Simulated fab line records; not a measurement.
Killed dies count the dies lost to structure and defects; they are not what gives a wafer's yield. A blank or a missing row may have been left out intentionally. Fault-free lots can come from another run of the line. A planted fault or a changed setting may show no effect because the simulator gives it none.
Problem report, 8D (eight disciplines) form, completed by code ; flow n5 finfet ; the parts of the form that need people (team, actions taken, sign-off) are left out

1. THE PROBLEM
At N5_BEOL_M15_COAT_58, spin speed rpm averages 2008.3 rpm over 6 wafers from 3 lots, while fault-free wafers read 1500.1 rpm, standard deviation 1. So: +99 or more standard deviations from the usual mean.
The step: time 60 s, resist thk 89 nm.
Seen first at day 16 07:28 on litho track-03, wafer L130.1. Wafers with a number at this step in the record: 30, from 11 lots. Rule for "out", or "out of limits": more than 4 standard deviations from the usual mean. Any other wafer with a number is counted as sound.

2. WHAT THIS IS AND IS NOT
question;is;is not
which readings at this step;spin speed rpm;exhaust pa
which lots;L128, L130, L131;L115, L117, L122, L125, L127, L132, L133, L135
which wafers of those lots;all that have a number;-
read on which tools;litho track-03;litho track-02, litho track-04
when;from day 16 07:28;"up to then (15 sound wafers); but 9 sound wafers of L132, L133, L135 came after"

3. WHAT RULES OUT EACH SUSPECT
Counting: a tool at a process step up to the reading stays a suspect if it ran every lot that is out and no sound lot after the first of them.
- litho track-03 at N5_BEOL_M15_COAT_58 (time 60 s, resist thk 89 nm): kept. All lots that are out passed through it, beginning with L130 at day 16 07:28, and no sound lot followed; its final sound lot before that point was L125 at day 14 22:16. Out on those wafers are its own readings of spin speed rpm.
Left after counting: litho track-03 at N5_BEOL_M15_COAT_58.

4. THE CAUSE (what the simulator had put in)
Drift in process parameters on litho track-03 at N5_BEOL_M15_COAT_58, starting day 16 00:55. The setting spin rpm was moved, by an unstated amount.
Counting left only this tool.

5. THE CHAIN OF EFFECTS, in route order
One row per reading whose mean, taken over the struck wafers that have a number, lies over 3 standard deviations from the usual. Only readings for which the record gives a usual standard deviation are gone through. hours: the time from each lot's start at the first step in this table that gives one to its start at this step, as a median over the lots. sigmas: the change in usual standard deviations.
hours;step;reading;usual;on struck wafers;change;sigmas
0;N5_BEOL_M15_COAT_58;spin speed rpm;1500.1 rpm;2008.3;+508.2;+99 or more
Here are the process steps it includes:
- N5_BEOL_M15_COAT_58: time 60 s, resist thk 89 nm.

6. HOW IT WOULD HAVE BEEN CAUGHT EARLIER
In this record no reading fell out of limits until day 16 07:28, 7 hours after the fault had begun at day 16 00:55.
